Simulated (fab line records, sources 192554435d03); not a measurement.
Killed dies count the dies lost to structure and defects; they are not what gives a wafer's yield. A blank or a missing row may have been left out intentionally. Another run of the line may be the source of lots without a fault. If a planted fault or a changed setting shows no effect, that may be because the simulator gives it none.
Lot-split experiment + flow n5Finfet + 7 lots, 21 wafers read, on a route of 1938 steps

SPLIT DETAILS
At N5_BEOL_M2_TRENCH_ETCH_37 (etches SiOC in C4F6/O2, target depth 55.555 nm, time 29.2 s), the setting timeS was moved away from the recipe's 29.2 s on 9 of the 21 wafers read, by -18.0% to +22.3%. For the rest of the wafers, this setting stayed at what the recipe calls for.

FROM THE SPLIT TO THE READING: what the file shows between them, 13 steps
- N5_BEOL_M2_ETCH_41: etches SiCN in CH3F/O2, target depth 29.9 nm, time 52.5 s
- N5_BEOL_M2_STRIP_97: strips in N2/H2, time 10 s
- N5_BEOL_M2_OCD_MEAS_38
- N5_BEOL_M2_HM_STRIP_39: strips TiN in peroxide tin strip, target depth 25 nm, time 158 s
- N5_BEOL_M2_SRD_40: time 30 s
- N5_BEOL_M2_ECD_50: material Cu, target thk 300 nm
- N5_BEOL_M2_ANNEAL_51: time 90 s
- N5_BEOL_M2_CMP_52: polishes, stops on SiOC, t overpolish 6.8 s, target thk 40 nm
- N5_BEOL_M2_THK_MEAS_53: measures by xrf
- N5_BEOL_M2_PRE_CLEAN_60: time 15 s
- N5_BEOL_M2_CO_CAP_55: material Co, precursor CCTBA/H2, target thk 2 nm, time 102.1 s
- N5_BEOL_M2_PRE_CLEAN_56: time 15 s
- N5_BEOL_M2_DEP_57: deposits SiCN from 3MS/NH3, target thk 8 nm, time 14 s

THE READING
At N5_BEOL_M2_RS_MEAS_58, a four-point-probe measurement gives M2_RS in ohm/sq. Typical for fault-free wafers on this fab line: 0.69 ohm/sq, with standard deviation 0.042 ohm/sq.

| wafer  | tool, chamber at the split | timeS as run, s | against the recipe | M2_RS, ohm/sq | against lot-mates on the recipe |
|--------|----------------------------|-----------------|--------------------|---------------|---------------------------------|
| L074.2 | rieDiel-06, 0              | 35.29           | +20.9%             | 0.51          | -0.17                           |
| L074.4 | rieDiel-06, 2              | 35.29           | +20.9%             | 0.54          | -0.14                           |
| L074.5 | rieDiel-06, 3              | 29.2            | recipe             | 0.68          | -                               |
| L075.3 | rieDiel-02, 2              | 29.2            | recipe             | 0.67          | -                               |
| L075.4 | rieDiel-02, 0              | 25.95           | -11.1%             | 0.84          | +0.17                           |
| L075.5 | rieDiel-02, 1              | 25.95           | -11.1%             | 0.78          | +0.11                           |
| L080.2 | rieDiel-05, 0              | 29.2            | recipe             | 0.71          | -                               |
| L080.3 | rieDiel-05, 1              | 29.2            | recipe             | 0.78          | -                               |
| L080.4 | rieDiel-05, 3              | 35.71           | +22.3%             | 0.48          | -0.27                           |
| L084.1 | rieDiel-06, 0              | 29.2            | recipe             | 0.72          | -                               |
| L084.3 | rieDiel-06, 1              | 29.2            | recipe             | 0.68          | -                               |
| L084.5 | rieDiel-06, 1              | 29.2            | recipe             | 0.69          | -                               |
| L086.2 | rieDiel-02, 1              | 27.13           | -7.1%              | 0.73          | +0.08                           |
| L086.4 | rieDiel-02, 2              | 29.2            | recipe             | 0.65          | -                               |
| L086.6 | rieDiel-02, 3              | 27.13           | -7.1%              | 0.75          | +0.10                           |
| L091.1 | rieDiel-02, 0              | 29.2            | recipe             | 0.65          | -                               |
| L091.4 | rieDiel-02, 2              | 29.2            | recipe             | 0.62          | -                               |
| L091.6 | rieDiel-02, 3              | 29.2            | recipe             | 0.62          | -                               |
| L097.3 | rieDiel-05, 2              | 29.2            | recipe             | 0.71          | -                               |
| L097.4 | rieDiel-05, 2              | 23.93           | -18.0%             | 1.12          | +0.41                           |
| L097.6 | rieDiel-05, 1              | 23.93           | -18.0%             | 1.01          | +0.30                           |

THE FIT
A straight line over all 21 wafers: M2_RS changes by -0.012 ohm/sq for each +1% of timeS; r = -0.88; the points scatter about the line by 0.071 ohm/sq.
The same after taking each lot's own level away (the mean of its wafers on the recipe; 21 wafers): -0.0124 ohm/sq for each +1%; r = -0.93; scatter 0.055 ohm/sq.
The reading moves by 0.28 ohm/sq for the largest change in timeS, on that fit.
Across the lots, their own levels run from 0.630 to 0.745 ohm/sq, a range of 2.7 times the standard deviation given above.
The two slopes are in agreement: the lot-to-lot level therefore moves the slope only a little.
Check: for one of the wafers moved furthest among these (+22.3%), held out of the fit, the line's prediction against its lot-mates is -0.249 ohm/sq. It came out at -0.265 ohm/sq against them.

THE WHOLE CHAIN: every reading that the file lists as answering this split, in the file's order
| step                      | what it does                                                  | reading                                                                     | change (the file's fit)               | r (the file's) |
|---------------------------|---------------------------------------------------------------|-----------------------------------------------------------------------------|---------------------------------------|----------------|
| N5_BEOL_M2_TRENCH_ETCH_37 | etches SiOC in C4F6/O2, target depth 55.555 nm, time 29.2 s   | etch.depthNm (the simulator's own value, which no gauge read)               | +0.549 nm for each +1% of the setting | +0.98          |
| N5_BEOL_M2_TRENCH_ETCH_37 | etches SiOC in C4F6/O2, target depth 55.555 nm, time 29.2 s   | BEOL_M2.featureDepthNm (the simulator's own value, which no gauge read)     | +0.548 nm for each +1% of the setting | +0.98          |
| N5_BEOL_M2_OCD_MEAS_38    |                                                               | trenchDepthNm                                                               | +0.56 nm for each +1% of the setting  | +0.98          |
| N5_BEOL_M2_CMP_52         | polishes, stops on SiOC, t overpolish 6.8 s, target thk 40 nm | Cu_of_BEOL_M2_ECD_50.thkNm (the simulator's own value, which no gauge read) | +0.56 nm for each +1% of the setting  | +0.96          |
| N5_BEOL_M2_THK_MEAS_53    | measures by xrf                                               | M2_THK                                                                      | +0.566 for each +1% of the setting    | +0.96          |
| N5_BEOL_M2_RS_MEAS_58     | measures by four-point-probe                                  | M2_RS                                                                       | -0.0126 for each +1% of the setting   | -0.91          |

FILE'S OWN FIT
M2_RS changes by -0.0126 ohm/sq for each +1% of timeS, r = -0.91.
